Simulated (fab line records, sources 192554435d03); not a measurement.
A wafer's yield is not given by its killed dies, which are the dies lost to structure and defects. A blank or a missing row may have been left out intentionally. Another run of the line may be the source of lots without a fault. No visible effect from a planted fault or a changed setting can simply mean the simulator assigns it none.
Split-lot study :: flow n5Finfet :: 7 lots, 39 wafers read, on a route of 1938 steps

ON THE SPLIT
At N5_MOL_CONTACT_COAG_ETCH_67 (etches SOC in N2/H2, target depth 60 nm, overetch 21 nm, time 101.2 s), the setting sourceW was moved away from the recipe's 840 W on 18 of the 39 wafers read, by -11.1% to +15.9%. This setting was run at the recipe's value on the other wafers.

The reading is taken at the split's own step.

THE READING
rfVppV, in V, at N5_MOL_CONTACT_COAG_ETCH_67 (etches SOC in N2/H2, target depth 60 nm, overetch 21 nm, time 101.2 s). On this fab line, fault-free wafers typically give 523.5 V with a standard deviation of 2.5 V.

wafer: L075.1
tool, chamber at the split: rieDiel-02, 0
sourceW as run, W: 840
against the recipe: recipe
rfVppV, V: 526.5
against lot-mates on the recipe: -

wafer: L075.2
tool, chamber at the split: rieDiel-02, 2
sourceW as run, W: 793.1
against the recipe: -5.6%
rfVppV, V: 532.8
against lot-mates on the recipe: +6.1

wafer: L075.3
tool, chamber at the split: rieDiel-02, 3
sourceW as run, W: 840
against the recipe: recipe
rfVppV, V: 526.4
against lot-mates on the recipe: -

wafer: L075.4
tool, chamber at the split: rieDiel-02, 3
sourceW as run, W: 793.1
against the recipe: -5.6%
rfVppV, V: 537.3
against lot-mates on the recipe: +10.6

wafer: L075.5
tool, chamber at the split: rieDiel-02, 2
sourceW as run, W: 793.1
against the recipe: -5.6%
rfVppV, V: 534.0
against lot-mates on the recipe: +7.3

wafer: L075.6
tool, chamber at the split: rieDiel-02, 0
sourceW as run, W: 840
against the recipe: recipe
rfVppV, V: 527.1
against lot-mates on the recipe: -

wafer: L077.1
tool, chamber at the split: rieDiel-02, 2
sourceW as run, W: 840
against the recipe: recipe
rfVppV, V: 522.4
against lot-mates on the recipe: -

wafer: L077.2
tool, chamber at the split: rieDiel-02, 0
sourceW as run, W: 746.5
against the recipe: -11.1%
rfVppV, V: 548.2
against lot-mates on the recipe: +23.1

wafer: L077.3
tool, chamber at the split: rieDiel-02, 3
sourceW as run, W: 840
against the recipe: recipe
rfVppV, V: 526.1
against lot-mates on the recipe: -

wafer: L077.4
tool, chamber at the split: rieDiel-02, 0
sourceW as run, W: 746.5
against the recipe: -11.1%
rfVppV, V: 548.0
against lot-mates on the recipe: +22.9

wafer: L077.5
tool, chamber at the split: rieDiel-02, 3
sourceW as run, W: 840
against the recipe: recipe
rfVppV, V: 526.7
against lot-mates on the recipe: -

wafer: L077.6
tool, chamber at the split: rieDiel-02, 2
sourceW as run, W: 746.5
against the recipe: -11.1%
rfVppV, V: 542.2
against lot-mates on the recipe: +17.1

wafer: L078.1
tool, chamber at the split: rieDiel-06, 1
sourceW as run, W: 910.7
against the recipe: +8.4%
rfVppV, V: 509.5
against lot-mates on the recipe: -15.1

wafer: L078.2
tool, chamber at the split: rieDiel-06, 3
sourceW as run, W: 910.7
against the recipe: +8.4%
rfVppV, V: 507.4
against lot-mates on the recipe: -17.2

wafer: L078.3
tool, chamber at the split: rieDiel-06, 0
sourceW as run, W: 910.7
against the recipe: +8.4%
rfVppV, V: 514.2
against lot-mates on the recipe: -10.4

wafer: L078.4
tool, chamber at the split: rieDiel-06, 0
sourceW as run, W: 840
against the recipe: recipe
rfVppV, V: 528.3
against lot-mates on the recipe: -

wafer: L078.5
tool, chamber at the split: rieDiel-06, 3
sourceW as run, W: 840
against the recipe: recipe
rfVppV, V: 520.7
against lot-mates on the recipe: -

wafer: L078.6
tool, chamber at the split: rieDiel-06, 1
sourceW as run, W: 840
against the recipe: recipe
rfVppV, V: 524.9
against lot-mates on the recipe: -

wafer: L087.1
tool, chamber at the split: rieDiel-01, 1
sourceW as run, W: 882.7
against the recipe: +5.1%
rfVppV, V: 515.3
against lot-mates on the recipe: -7.2

wafer: L087.2
tool, chamber at the split: rieDiel-01, 2
sourceW as run, W: 840
against the recipe: recipe
rfVppV, V: 522.9
against lot-mates on the recipe: -

wafer: L087.3
tool, chamber at the split: rieDiel-01, 2
sourceW as run, W: 840
against the recipe: recipe
rfVppV, V: 521.9
against lot-mates on the recipe: -

wafer: L087.4
tool, chamber at the split: rieDiel-01, 1
sourceW as run, W: 882.7
against the recipe: +5.1%
rfVppV, V: 515.6
against lot-mates on the recipe: -6.9

wafer: L087.5
tool, chamber at the split: rieDiel-01, 1
sourceW as run, W: 882.7
against the recipe: +5.1%
rfVppV, V: 515.7
against lot-mates on the recipe: -6.8

wafer: L087.6
tool, chamber at the split: rieDiel-01, 2
sourceW as run, W: 840
against the recipe: recipe
rfVppV, V: 522.8
against lot-mates on the recipe: -

wafer: L093.1
tool, chamber at the split: rieDiel-01, 1
sourceW as run, W: 973.2
against the recipe: +15.9%
rfVppV, V: 497.3
against lot-mates on the recipe: -25.1

wafer: L093.2
tool, chamber at the split: rieDiel-01, 2
sourceW as run, W: 840
against the recipe: recipe
rfVppV, V: 520.5
against lot-mates on the recipe: -

wafer: L093.3
tool, chamber at the split: rieDiel-01, 0
sourceW as run, W: 973.2
against the recipe: +15.9%
rfVppV, V: 497.9
against lot-mates on the recipe: -24.5

wafer: L093.4
tool, chamber at the split: rieDiel-01, 3
sourceW as run, W: 840
against the recipe: recipe
rfVppV, V: 523.3
against lot-mates on the recipe: -

wafer: L093.5
tool, chamber at the split: rieDiel-01, 2
sourceW as run, W: 973.2
against the recipe: +15.9%
rfVppV, V: 497.4
against lot-mates on the recipe: -25.0

wafer: L093.6
tool, chamber at the split: rieDiel-01, 1
sourceW as run, W: 840
against the recipe: recipe
rfVppV, V: 523.3
against lot-mates on the recipe: -

wafer: L095.1
tool, chamber at the split: rieDiel-06, 3
sourceW as run, W: 840
against the recipe: recipe
rfVppV, V: 520.3
against lot-mates on the recipe: -

wafer: L095.2
tool, chamber at the split: rieDiel-06, 0
sourceW as run, W: 840
against the recipe: recipe
rfVppV, V: 527.5
against lot-mates on the recipe: -

wafer: L095.3
tool, chamber at the split: rieDiel-06, 1
sourceW as run, W: 912.2
against the recipe: +8.6%
rfVppV, V: 509.6
against lot-mates on the recipe: -13.7

wafer: L095.4
tool, chamber at the split: rieDiel-06, 2
sourceW as run, W: 912.2
against the recipe: +8.6%
rfVppV, V: 507.7
against lot-mates on the recipe: -15.6

wafer: L095.5
tool, chamber at the split: rieDiel-06, 1
sourceW as run, W: 840
against the recipe: recipe
rfVppV, V: 522.0
against lot-mates on the recipe: -

wafer: L095.6
tool, chamber at the split: rieDiel-06, 2
sourceW as run, W: 912.2
against the recipe: +8.6%
rfVppV, V: 507.2
against lot-mates on the recipe: -16.1

wafer: L097.1
tool, chamber at the split: rieDiel-01, 2
sourceW as run, W: 840
against the recipe: recipe
rfVppV, V: 521.1
against lot-mates on the recipe: -

wafer: L097.4
tool, chamber at the split: rieDiel-01, 0
sourceW as run, W: 840
against the recipe: recipe
rfVppV, V: 523.3
against lot-mates on the recipe: -

wafer: L097.5
tool, chamber at the split: rieDiel-01, 0
sourceW as run, W: 840
against the recipe: recipe
rfVppV, V: 521.0
against lot-mates on the recipe: -

FIT RESULTS
A straight line over all 39 wafers: rfVppV changes by -1.78 V for each +1% of sourceW; r = -0.98; the points scatter about the line by 2.5 V.
The same after taking each lot's own level away (the mean of its wafers on the recipe; 39 wafers): -1.67 V for each +1%; r = -0.98; scatter 2.2 V.
The reading moves by 26 V for the largest change in sourceW, on that fit.
Across the lots, their own levels run from 521.80 to 526.67 V, a range of 1.9 times the standard deviation given above.
So the lot-to-lot level changes the slope little: the two slopes agree.
Check: with one of the wafers moved furthest among these (+15.9%) left out of the fit, the line predicts -26.4 V for it against its lot-mates. Against them it came out at -25.1 V.
Tool readings at the split's step, against how far the setting was moved: rfVppV r = -0.98.

FURTHER SPLITS ON THESE WAFERS
Note: prior to the reading, these wafers also went through further splits. Each is held against what the fit with the lots' levels taken away leaves over:
other split on the same wafers: N5_FIN_CUT_CUT_ETCH_26 sourceW
wafers away from the commonest value: 18
r with rfVppV (lot level and that fit taken away): -0.05

other split on the same wafers: N5_DUMMY_GATE_ETCH_37 sourceW
wafers away from the commonest value: 9
r with rfVppV (lot level and that fit taken away): +0.10

other split on the same wafers: N5_HKMG_FIN_ETCH_58 targetDepthA
wafers away from the commonest value: 6
r with rfVppV (lot level and that fit taken away): -0.14

FILE'S OWN FIT
rfVppV changes by -1.66 V for each +1% of sourceW, r = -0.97.
